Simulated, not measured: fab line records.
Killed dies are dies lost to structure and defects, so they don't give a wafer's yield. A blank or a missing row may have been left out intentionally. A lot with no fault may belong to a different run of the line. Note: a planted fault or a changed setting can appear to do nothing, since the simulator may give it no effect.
Matching of chambers || flow n5Finfet || N5_WELL_APT_DESCUM_30 on rieDiel-01 has 4 sister chambers
The step chemistry O2, time 7.9 s. 8 wafers are shown with their chamber, then 11 later ones without.

WAFERS WITH THEIR CHAMBER
{"wafer": "L079.3", "chamber": 3, "showerheadPlenumPTorr (Torr)": 2.05, "throttleValvePct (%)": 20.85}
{"wafer": "L084.4", "chamber": 0, "showerheadPlenumPTorr (Torr)": 1.99, "throttleValvePct (%)": 20.53}
{"wafer": "L089.5", "chamber": 1, "showerheadPlenumPTorr (Torr)": 2.08, "throttleValvePct (%)": 20.48}
{"wafer": "L089.6", "chamber": 2, "showerheadPlenumPTorr (Torr)": 2.05, "throttleValvePct (%)": 20.40}
{"wafer": "L090.1", "chamber": 0, "showerheadPlenumPTorr (Torr)": 1.98, "throttleValvePct (%)": 20.56}
{"wafer": "L090.2", "chamber": 2, "showerheadPlenumPTorr (Torr)": 2.05, "throttleValvePct (%)": 20.40}
{"wafer": "L090.3", "chamber": 3, "showerheadPlenumPTorr (Torr)": 2.05, "throttleValvePct (%)": 20.34}
{"wafer": "L090.4", "chamber": 1, "showerheadPlenumPTorr (Torr)": 2.08, "throttleValvePct (%)": 20.49}

WAFERS WHOSE CHAMBER IS MISSING
{"wafer": "L090.5", "showerheadPlenumPTorr (Torr)": 1.98, "throttleValvePct (%)": 20.57}
{"wafer": "L090.6", "showerheadPlenumPTorr (Torr)": 2.08, "throttleValvePct (%)": 20.48}
{"wafer": "L091.1", "showerheadPlenumPTorr (Torr)": 2.05, "throttleValvePct (%)": 20.35}
{"wafer": "L091.2", "showerheadPlenumPTorr (Torr)": 1.98, "throttleValvePct (%)": 20.56}
{"wafer": "L091.3", "showerheadPlenumPTorr (Torr)": 2.05, "throttleValvePct (%)": 20.39}
{"wafer": "L091.4", "showerheadPlenumPTorr (Torr)": 2.08, "throttleValvePct (%)": 20.48}
{"wafer": "L091.5", "showerheadPlenumPTorr (Torr)": 1.98, "throttleValvePct (%)": 20.56}
{"wafer": "L091.6", "showerheadPlenumPTorr (Torr)": 2.08, "throttleValvePct (%)": 20.49}
{"wafer": "L092.1", "showerheadPlenumPTorr (Torr)": 2.05, "throttleValvePct (%)": 20.35}
{"wafer": "L092.3", "showerheadPlenumPTorr (Torr)": 1.98, "throttleValvePct (%)": 20.56}
{"wafer": "L092.6", "showerheadPlenumPTorr (Torr)": 2.05, "throttleValvePct (%)": 20.34}

THE CHAMBER EACH PASSED THROUGH
{"wafer": "L090.5", "from the rows above": 0, "in truth": 0}
{"wafer": "L090.6", "from the rows above": 1, "in truth": 1}
{"wafer": "L091.1", "from the rows above": "can't be placed: 2 or 3", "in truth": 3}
{"wafer": "L091.2", "from the rows above": 0, "in truth": 0}
{"wafer": "L091.3", "from the rows above": "can't be placed: 2 or 3", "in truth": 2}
{"wafer": "L091.4", "from the rows above": 1, "in truth": 1}
{"wafer": "L091.5", "from the rows above": 0, "in truth": 0}
{"wafer": "L091.6", "from the rows above": 1, "in truth": 1}
{"wafer": "L092.1", "from the rows above": "can't be placed: 2 or 3", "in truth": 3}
{"wafer": "L092.3", "from the rows above": 0, "in truth": 0}
{"wafer": "L092.6", "from the rows above": "can't be placed: 2 or 3", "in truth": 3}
Correct placement for 7 of the 11. Can't be placed from these rows: 4 (the true chamber is among the candidates in 4). Wrongly placed: 0.
How it was worked out, from the rows above alone: a wafer's distance from a chamber is the root of the sum, over the readings, of the square of ((its reading less the chamber's mean) divided by the reading's scatter). The wafer belongs to the nearest chamber; if the next one is less than 2 further off, it can't be placed. A chamber's mean is the mean of its shown wafers. The scatter is the square root of a quotient: the sum, over the shown wafers, of each reading's squared deviation from its chamber's mean, divided by wafers minus chambers.
